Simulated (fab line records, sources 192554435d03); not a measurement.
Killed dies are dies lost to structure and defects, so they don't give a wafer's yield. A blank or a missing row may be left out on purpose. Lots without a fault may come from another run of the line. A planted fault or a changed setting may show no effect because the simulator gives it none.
Which tool did it? | flow n5_finfet | 9 lots, 27 wafers sampled, at 3 steps of a route of 1938

WHAT THE GAUGES READ, wafer by wafer
N5_BEOL_M5_OVL_MEAS_29. Usual: V4_OVL -0.2 nm, standard deviation 0.62.
lot  | measured     | on         | V4_OVL (nm)    | flag
L309 | day 9 02:19  | overlay-01 | 0.8 0.0 0.9    |
L312 | day 10 01:33 | overlay-01 | 0.3 -0.8 0.0   |
L313 | day 10 05:38 | overlay-01 | -0.8 -0.7 -1.0 |
L315 | day 10 22:47 | overlay-02 | 0.5 -0.2 0.1   |
L324 | day 12 11:13 | overlay-01 | -0.9 -0.6 0.3  |
L325 | day 12 17:23 | overlay-02 | 6.8 6.7 6.2    | OFF
L323 | day 12 21:00 | overlay-02 | 7.0 7.9 6.8    | OFF
L329 | day 13 18:08 | overlay-02 | 1.3 0.2 0.6    |
L328 | day 13 18:05 | overlay-01 | 0.3 0.1 0.1    |

WHICH TOOL RAN EACH LOT (tool, then ch and the chambers of the sampled wafers, then the start)
lot  | N5_BEOL_M5_ETCH_61                 | N5_BEOL_M5_EXPOSE_25
L309 | rie_diel-05 ch 1,2,3, day 9 01:13  | euv_scanner-01 ch 0, day 9 02:10
L312 | rie_diel-05 ch 0,3, day 9 22:46    | euv_scanner-01 ch 0, day 10 01:23
L313 | rie_diel-05 ch 0,2,3, day 10 03:08 | euv_scanner-02 ch 0, day 10 05:28
L315 | rie_diel-06 ch 0,2, day 10 20:50   | euv_scanner-02 ch 0, day 10 22:37
L324 | rie_diel-06 ch 0,1,2, day 12 08:59 | euv_scanner-01 ch 0, day 12 11:04
L325 | rie_diel-06 ch 0,1,3, day 12 12:43 | euv_scanner-01 ch 0, day 12 17:14
L323 | rie_diel-03 ch 1,2,3, day 12 19:02 | euv_scanner-01 ch 0, day 12 20:49
L329 | rie_diel-06 ch 1,2,3, day 13 15:52 | euv_scanner-02 ch 0, day 13 17:58
L328 | rie_diel-03 ch 0,2, day 13 16:01   | euv_scanner-02 ch 0, day 13 17:55
- N5_BEOL_M5_ETCH_61: etches SiARC in CF4, target depth 15.6 nm, time 26 s.
- N5_BEOL_M5_EXPOSE_25: exposes mask V4, defocus 10 nm.

WHAT THE TOOLS THEMSELVES READ (means of the sampled wafers that have a number; where no wafer has one, the mark that the record gives instead)
N5_BEOL_M5_ETCH_61. Usual: drypump_motor_current_A 5.7 A, standard deviation 0.44; etch_rf_on_time_s 26.0 s, standard deviation 0.63; oes_product_au 0.66 a.u., standard deviation 0.051; rf_vpp_V 184.0 V, standard deviation 1.2; showerhead_plenum_p_Torr 2.13 Torr, standard deviation 0.072; throttle_valve_pct 15.60 %, standard deviation 0.15.
lot  | tool        | drypump_motor_current_A (A) | etch_rf_on_time_s (s) | oes_product_au (a.u.) | rf_vpp_V (V) | showerhead_plenum_p_Torr (Torr) | throttle_valve_pct (%) | flag
L309 | rie_diel-05 | 5.8                         | 25.8                  | 0.73                  | 184.0        | 2.14                            | 15.44                  |
L312 | rie_diel-05 | 5.8                         | 26.5                  | 0.62                  | 184.0        | 2.12                            | 15.71                  |
L313 | rie_diel-05 | 5.5                         | 26.4                  | 0.66                  | 184.3        | 2.14                            | 15.61                  |
L315 | rie_diel-06 | 6.0                         | 25.9                  | 0.64                  | 184.1        | 2.20                            | 15.63                  |
L324 | rie_diel-06 | 5.8                         | 25.6                  | 0.64                  | 184.0        | 2.12                            | 15.72                  |
L325 | rie_diel-06 | 5.7                         | 26.0                  | 0.63                  | 184.4        | 2.14                            | 15.66                  |
L323 | rie_diel-03 | 5.5                         | 25.5                  | 0.68                  | 184.2        | 2.13                            | 15.49                  |
L329 | rie_diel-06 | 5.8                         | 26.1                  | 0.63                  | 184.1        | 2.12                            | 15.77                  |
L328 | rie_diel-03 | 5.9                         | 25.4                  | 0.62                  | 184.0        | 2.07                            | 15.47                  |

N5_BEOL_M5_EXPOSE_25. Usual: exposure_dose_mJ_cm2 53.1, standard deviation 0.31.
lot  | tool           | exposure_dose_mJ_cm2 | flag
L309 | euv_scanner-01 | 52.7                 |
L312 | euv_scanner-01 | 52.7                 |
L313 | euv_scanner-02 | 53.4                 |
L315 | euv_scanner-02 | 53.4                 |
L324 | euv_scanner-01 | 52.7                 |
L325 | euv_scanner-01 | 52.7                 |
L323 | euv_scanner-01 | 52.7                 |
L329 | euv_scanner-02 | 53.3                 |
L328 | euv_scanner-02 | 53.3                 |

THE ANSWER, worked out from the rows above alone
Rule: a lot is off if the mean of its wafers that have a number lies more than 3 standard deviations from the usual mean. A lot without any number at a reading at which 4 lots or more have one is off too. The other lots that the step has rows for count as sound. The gauges are gone through in route order, then the tools' own readings, and for those a lot's mean is taken as printed above. The first step at which some lot is off is used, and at that step the reading that is off furthest; a lot without a number counts as furthest.
Off: L325, L323, at N5_BEOL_M5_OVL_MEAS_29 (V4_OVL).
A tool fits if, at a process step before that reading, it ran every lot that is off, and no sound lot after the first of them. The gauges at N5_BEOL_M5_OVL_MEAS_29 are tried like those tools. One fits: euv_scanner-01 at N5_BEOL_M5_EXPOSE_25. Its last sound lot is L324 (day 12 11:04), its first lot that is off L325 (day 12 17:14): a fault that began between those two fits.

WHAT THE SIMULATOR HAD PUT IN
Scanner matching overlay: euv_scanner-01, from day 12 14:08 on, at N5_BEOL_M5_EXPOSE_25. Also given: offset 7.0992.
Lots struck among those shown: L325, L323. The rule above found the same.
